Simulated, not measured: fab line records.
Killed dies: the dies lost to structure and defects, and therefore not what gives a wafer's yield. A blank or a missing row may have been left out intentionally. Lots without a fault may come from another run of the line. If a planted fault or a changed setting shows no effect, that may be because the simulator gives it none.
Comparing a struck lot with a sound one | flow n5Finfet | 16 steps out of a route of 1938
Sound: wafers L548.2, L548.4, L548.6. Struck: wafer L559.4 (left out: L559.1, L559.2 of the same lot, which were not struck); the cause appears at the end.
Order at every step that has rows: each side's tool, ch and its chambers, its first start. Under that, the readings that differ: sound wafers | struck wafers | difference of the means | sigmas: that difference in standard deviations of wafers without a fault.
alike: a reading whose means differ by less than 2 such deviations, as well as words and numbers matching on both sides. not compared: withheld readings; readings where some wafer has no value; bounds like >300 that might hide an equal value; numbers whose values overlap and for which the record gives no deviation.
Wherever a step has rows on one side only, a row that says differs or no value, or a row with sigmas, the two part there. Numbers that don't overlap but have no deviation are shown without sigmas and don't part them. A reading that every wafer of one side lacks parts them only if that side has two wafers or more.

N5_GATE_CUT_ETCH_19: etches SiNx in CH3F/O2, target depth 53.7 nm, time 76.7 s.
  sound on rieDiel-06 ch 1,2, day 4 10:28; struck on rieDiel-06 ch 2, day 7 13:49
  alike: drypumpMotorCurrentA, etchRfOnTimeS, oesProductAu, rfVppV, showerheadPlenumPTorr, throttleValvePct
  not compared: rfHoursCounterH
then, 2 steps without rows for these wafers: N5_GATE_CUT_CUT_ETCH_53 (etches W in SF6/Cl2, target depth 79.2 nm); N5_GATE_CUT_CUT_ETCH_54 (etches TiN in Cl2/BCl3, target depth 96.7 nm).
N5_GATE_CUT_CUT_ETCH_55: etches HfO2 in BCl3, target depth 3.2 nm.
  sound on rieMetal-02 ch 0,1, day 4 10:42; struck on rieMetal-02 ch 0, day 7 14:03
  alike: bcl3FlowSccm, drypumpMotorCurrentA, heBacksideLeakSccm, oesProductAu, throttleValvePct
  not compared: rfHoursCounterH
then, 1 step without rows for these wafers: N5_GATE_CUT_ETCH_47 (etches SiO2 in Cl2/BCl3, target depth 10 nm).
N5_GATE_CUT_VAPOR_ETCH_48: etches TiN in BCl3/Cl2.
  sound on rieMetal-02 ch 0,1, day 4 10:46; struck on rieMetal-02 ch 0, day 7 14:07
  alike: drypumpMotorCurrentA, heBacksideLeakSccm, oesProductAu
N5_GATE_CUT_VAPOR_ETCH_49: etches TiAlC in BCl3/Cl2.
  sound on rieMetal-02 ch 0,1, day 4 10:47; struck on rieMetal-02 ch 0, day 7 14:08
  alike: drypumpMotorCurrentA, heBacksideLeakSccm, oesProductAu
N5_GATE_CUT_VAPOR_ETCH_51: etches HfO2 in BCl3/Cl2.
  sound on rieMetal-02 ch 0,1, day 4 10:49; struck on rieMetal-02 ch 0, day 7 14:10
  alike: drypumpMotorCurrentA, heBacksideLeakSccm, oesProductAu
then, 4 steps without rows for these wafers: N5_GATE_CUT_STRIP_21 (strips in N2/H2, time 30 s); N5_GATE_CUT_STRIP_29 (strips in post etch residue remover, time 60 s); N5_GATE_CUT_SRD_52 (time 30 s); N5_GATE_CUT_ALD_22 (deposits SiNx, target thk 16 nm, pulse time 1 s, ald cycles 320).
N5_GATE_CUT_CMP_23: polishes, stops on SiO2, t overpolish 23.4 s, target thk 16 nm.
  sound on cmp-02 ch 0,1, day 4 12:33; struck on cmp-03 ch 0, day 7 15:54
reading               | sound             | struck | difference | sigmas
headPressurePsi (psi) | 2.504 2.490 2.485 | 2.618  | +0.125     | +22
motorCurrentA (A)     | 8.9 8.6 8.6       | 11.2   | +2.5       | +3
timeToEndpointS (s)   | 23 20 22          | 12     | -10        | -3
  alike: overpolishRunS
N5_GATE_CUT_THK_MEAS_24:
  sound on filmMetro-01, day 4 12:49; struck on filmMetro-01, day 7 16:10
  alike: GC_FILL_THK
-- the record jumps here: 4 days lie between the struck wafers' starts before and after (it left off in module GATE_CUT and takes up again in module BEOL_M4, whose first step shown is number 1111 of the route) --
N5_BEOL_M4_RC_MEAS_101:
  sound on prober-01 ch 0, day 8 15:38; struck on prober-02 ch 0, day 11 11:13
  alike: DIBL_N, DIBL_P, IOFF_N, IOFF_P, ION_N, ION_P, SS_N, SS_P, VT_N, VT_P
next, for these wafers, 1 step has no rows: N5_PASSIVATION_PROBE_49.

## WHERE THEY PART
At N5_GATE_CUT_CMP_23 and nowhere else, as far as this record goes. Later steps at which nothing parts them and some readings are alike: N5_GATE_CUT_THK_MEAS_24, N5_BEOL_M4_RC_MEAS_101.

WHY: whatever the simulator had introduced
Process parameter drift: cmp-03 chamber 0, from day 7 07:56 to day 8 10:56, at N5_GATE_CUT_CMP_23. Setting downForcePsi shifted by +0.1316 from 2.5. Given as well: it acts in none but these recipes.
